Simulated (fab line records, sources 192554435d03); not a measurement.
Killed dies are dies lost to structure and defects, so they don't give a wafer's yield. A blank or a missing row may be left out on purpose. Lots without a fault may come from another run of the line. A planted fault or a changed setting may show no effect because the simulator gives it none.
Which tool did it? | flow n5_finfet | 24 lots, 72 wafers sampled, at 4 steps of a route of 1938

WHAT THE GAUGES READ, wafer by wafer
N5_BEOL_M11_OVL_MEAS_12.
lot  | measured     | on         | M11_OVL (nm)
L074 | day 9 20:20  | overlay-01 | 1.1 0.4 -0.1
L076 | day 10 12:49 | overlay-01 | 0.7 -0.4 0.1
L075 | day 10 15:28 | overlay-02 | 0.5 0.3 1.5
L077 | day 10 23:16 | overlay-01 | 0.1 0.1 0.6
L078 | day 11 04:18 | overlay-02 | -0.3 -0.6 0.4
L079 | day 11 11:13 | overlay-02 | -1.0 0.6 0.3
L080 | day 11 16:55 | overlay-02 | -0.5 1.2 0.2
L081 | day 11 16:57 | overlay-02 | -0.6 -0.2 -1.4
L082 | day 11 23:16 | overlay-02 | -0.6 0.2 0.1
L083 | day 12 02:21 | overlay-01 | 1.9 1.4 0.7
L084 | day 12 15:13 | overlay-01 | 0.4 1.1 0.6
L085 | day 12 18:58 | overlay-02 | -0.1 0.2 0.7
L086 | day 12 21:16 | overlay-01 | -0.7 0.8 0.7
L087 | day 13 16:40 | overlay-01 | 0.1 0.4 1.1
L089 | day 13 18:43 | overlay-02 | -1.0 0.1 -1.2
L088 | day 14 02:02 | overlay-01 | 0.3 0.5 0.9
L091 | day 14 10:16 | overlay-01 | 0.1 -0.1 0.0
L090 | day 14 10:29 | overlay-02 | 0.1 -0.6 -0.1
L092 | day 14 16:02 | overlay-02 | 0.1 1.3 0.0
L093 | day 15 01:49 | overlay-02 | -0.5 -0.1 -0.8
L094 | day 15 11:08 | overlay-01 | 1.5 2.1 0.8
L095 | day 15 14:19 | overlay-01 | 1.2 1.0 0.8
L096 | day 15 22:50 | overlay-02 | 0.4 -0.4 -0.5
L097 | day 16 01:54 | overlay-01 | 0.4 1.3 1.1

N5_BEOL_M12_OVL_MEAS_11.
lot  | measured     | on         | V11_OVL (nm)
L074 | day 10 02:07 | overlay-02 | -3 -10 -2
L076 | day 10 19:50 | overlay-01 | -5 1 -4
L075 | day 10 22:38 | overlay-02 | 3 -1 3
L077 | day 11 04:59 | overlay-01 | -1 -1 8
L078 | day 11 09:49 | overlay-01 | 1 4 1
L079 | day 11 18:25 | overlay-02 | -2 3 10
L080 | day 11 23:28 | overlay-01 | -7 1 3
L081 | day 11 23:19 | overlay-01 | -6 1 -3
L082 | day 12 06:25 | overlay-01 | -4 13 7
L083 | day 12 08:11 | overlay-02 | -2 13 0
L084 | day 12 20:08 | overlay-02 | 6 2 -3
L085 | day 13 01:44 | overlay-01 | -2 -6 3
L086 | day 13 02:59 | overlay-02 | -2 3 -6
L087 | day 13 22:08 | overlay-02 | 4 11 4
L089 | day 14 03:22 | overlay-02 | 2 1 -2
L088 | day 14 06:26 | overlay-02 | 1 -3 7
L091 | day 14 16:56 | overlay-02 | -1 2 5
L090 | day 14 17:08 | overlay-02 | 3 5 -1
L092 | day 14 23:32 | overlay-01 | -5 -9 -2
L093 | day 15 08:22 | overlay-02 | 0 -8 -10
L094 | day 15 15:41 | overlay-01 | 3 5 5
L095 | day 15 20:53 | overlay-02 | 1 -5 -2
L096 | day 16 04:17 | overlay-02 | -2 2 -2
L097 | day 16 08:50 | overlay-01 | 4 -2 7

WHICH TOOL RAN EACH LOT (tool, then ch and the chambers of the sampled wafers, then the start)
lot  | N5_BEOL_M11_DESCUM_16              | N5_BEOL_M11_ALD_74
L074 | rie_diel-02 ch 0,2,3, day 9 20:23  | ald_metal-03 ch 0,1,3, day 9 23:56
L076 | rie_diel-06 ch 1,2,3, day 10 12:52 | ald_metal-02 ch 0,1,2, day 10 16:10
L075 | rie_diel-02 ch 2,3, day 10 15:35   | ald_metal-02 ch 0,1,3, day 10 19:43
L077 | rie_diel-02 ch 0,1,3, day 10 23:19 | ald_metal-04 ch 1,3, day 11 01:53
L078 | rie_diel-02 ch 2,3, day 11 04:22   | ald_metal-04 ch 0,2,3, day 11 07:33
L079 | rie_diel-05 ch 0,2,3, day 11 11:17 | ald_metal-04 ch 0,2, day 11 15:10
L080 | rie_diel-02 ch 1,2,3, day 11 16:58 | ald_metal-03 ch 0,2,3, day 11 20:58
L081 | rie_diel-06 ch 0,2, day 11 17:03   | ald_metal-04 ch 0,2, day 11 20:46
L082 | rie_diel-02 ch 0,1,2, day 11 23:22 | ald_metal-04 ch 1,2,3, day 12 02:36
L083 | rie_diel-02 ch 1,3, day 12 02:24   | ald_metal-02 ch 2,3, day 12 06:06
L084 | rie_diel-02 ch 0,1,2, day 12 15:49 | ald_metal-02 ch 0,2,3, day 12 17:53
L085 | rie_diel-06 ch 0,2,3, day 12 19:02 | ald_metal-03 ch 0,2, day 12 21:36
L086 | rie_diel-06 ch 0,2,3, day 12 21:20 | ald_metal-03 ch 0,1,2, day 13 00:34
L087 | rie_diel-05 ch 0,2, day 13 17:01   | ald_metal-03 ch 1,3, day 13 19:59
L089 | rie_diel-05 ch 1,2,3, day 13 18:47 | ald_metal-03 ch 1,2, day 13 20:59
L088 | rie_diel-02 ch 1,2,3, day 14 02:05 | ald_metal-03 ch 0,2,3, day 14 04:13
L091 | rie_diel-02 ch 1,3, day 14 10:26   | ald_metal-03 ch 0,1,2, day 14 13:38
L090 | rie_diel-06 ch 0,1, day 14 10:32   | ald_metal-02 ch 1,2,3, day 14 13:46
L092 | rie_diel-05 ch 0,1,3, day 14 16:06 | ald_metal-03 ch 1,2,3, day 14 21:31
L093 | rie_diel-06 ch 0,1, day 15 01:52   | ald_metal-04 ch 1,2, day 15 04:28
L094 | rie_diel-05 ch 0,1, day 15 11:13   | ald_metal-04 ch 1,2,3, day 15 13:41
L095 | rie_diel-05 ch 1,2,3, day 15 14:27 | ald_metal-04 ch 1,3, day 15 17:53
L096 | rie_diel-02 ch 1,3, day 15 23:08   | ald_metal-02 ch 2,3, day 16 01:56
L097 | rie_diel-06 ch 0,2,3, day 16 01:58 | ald_metal-04 ch 0,1,3, day 16 06:12
- N5_BEOL_M11_DESCUM_16: chemistry O2, time 7.9 s.
- N5_BEOL_M11_ALD_74: deposits TaN, target thk 2 nm, pulse time 2 s, purge time 3 s.

WHAT THE TOOLS THEMSELVES READ (means of the sampled wafers that have a number; where no wafer has one, the mark that the record gives instead)
N5_BEOL_M11_DESCUM_16.
lot  | tool        | drypump_motor_current_A (A) | oes_product_au (a.u.) | rf_vpp_V (V) | showerhead_plenum_p_Torr (Torr) | throttle_valve_pct (%)
L074 | rie_diel-02 | 5.5                         | 0.73                  | 242.4        | 2.10                            | 20.46
L076 | rie_diel-06 | 5.3                         | 0.76                  | 242.6        | 2.07                            | 20.37
L075 | rie_diel-02 | 5.6                         | 0.73                  | 243.7        | 2.12                            | 20.41
L077 | rie_diel-02 | 5.5                         | 0.74                  | 242.4        | 2.08                            | 20.30
L078 | rie_diel-02 | 5.8                         | 0.72                  | 242.9        | 2.09                            | 20.47
L079 | rie_diel-05 | 5.4                         | 0.81                  | 244.0        | 2.15                            | 20.37
L080 | rie_diel-02 | 5.8                         | 0.74                  | 243.3        | 2.06                            | 20.31
L081 | rie_diel-06 | 5.5                         | 0.83                  | 245.1        | 2.18                            | 20.35
L082 | rie_diel-02 | 5.7                         | 0.73                  | 242.3        | 2.04                            | 20.36
L083 | rie_diel-02 | 5.9                         | 0.75                  | 242.9        | 2.04                            | 20.13
L084 | rie_diel-02 | 5.6                         | 0.72                  | 242.6        | 2.04                            | 20.37
L085 | rie_diel-06 | 5.6                         | 0.81                  | 242.4        | 2.08                            | 20.24
L086 | rie_diel-06 | 5.6                         | 0.81                  | 242.4        | 2.08                            | 20.25
L087 | rie_diel-05 | 5.4                         | 0.79                  | 244.4        | 2.17                            | 20.38
L089 | rie_diel-05 | 5.4                         | 0.80                  | 244.3        | 2.15                            | 20.48
L088 | rie_diel-02 | 5.8                         | 0.72                  | 243.0        | 2.06                            | 20.34
L091 | rie_diel-02 | 5.8                         | 0.73                  | 241.9        | 2.04                            | 20.15
L090 | rie_diel-06 | 5.3                         | 0.88                  | 243.0        | 2.08                            | 20.13
L092 | rie_diel-05 | 5.7                         | 0.79                  | 244.0        | 2.12                            | 20.48
L093 | rie_diel-06 | 5.4                         | 0.86                  | 242.9        | 2.08                            | 20.12
L094 | rie_diel-05 | 5.9                         | 0.80                  | 242.3        | 2.12                            | 20.55
L095 | rie_diel-05 | 5.4                         | 0.79                  | 243.1        | 2.15                            | 20.51
L096 | rie_diel-02 | 5.7                         | 0.71                  | 244.5        | 2.09                            | 20.29
L097 | rie_diel-06 | 5.6                         | 0.79                  | 242.1        | 2.07                            | 20.28

N5_BEOL_M11_ALD_74.
lot  | tool         | heater_power_w (W)
L074 | ald_metal-03 | 421
L076 | ald_metal-02 | 403
L075 | ald_metal-02 | 415
L077 | ald_metal-04 | 399
L078 | ald_metal-04 | 421
L079 | ald_metal-04 | 476
L080 | ald_metal-03 | 461
L081 | ald_metal-04 | 474
L082 | ald_metal-04 | 421
L083 | ald_metal-02 | 411
L084 | ald_metal-02 | 419
L085 | ald_metal-03 | 514
L086 | ald_metal-03 | 466
L087 | ald_metal-03 | 406
L089 | ald_metal-03 | 481
L088 | ald_metal-03 | 461
L091 | ald_metal-03 | 462
L090 | ald_metal-02 | 420
L092 | ald_metal-03 | 449
L093 | ald_metal-04 | 447
L094 | ald_metal-04 | 425
L095 | ald_metal-04 | 454
L096 | ald_metal-02 | 416
L097 | ald_metal-04 | 445

THE ANSWER, worked out from the rows above alone
Rule: what is usual is taken from the lots themselves. Put in order of their means at a reading, lots are off if they are a third of the lots or fewer, leave a main group of 4 or more, and stand apart from it by a gap of 3 or more times the standard deviation of the main group's means; of several such gaps the widest counts. A main group whose means are all the same, to the digits that the tables above print for the reading, isn't used. A lot without any number at a reading at which 4 lots or more have one is off too. The other lots that the step has rows for count as sound. The gauges are gone through in route order, then the tools' own readings, and for those a lot's mean is taken as printed above. The first step at which some lot is off is used, and at that step the reading that is off furthest; a lot without a number counts as furthest.
No lot is off at any reading shown: from this, nothing can be told.

WHAT THE SIMULATOR HAD PUT IN
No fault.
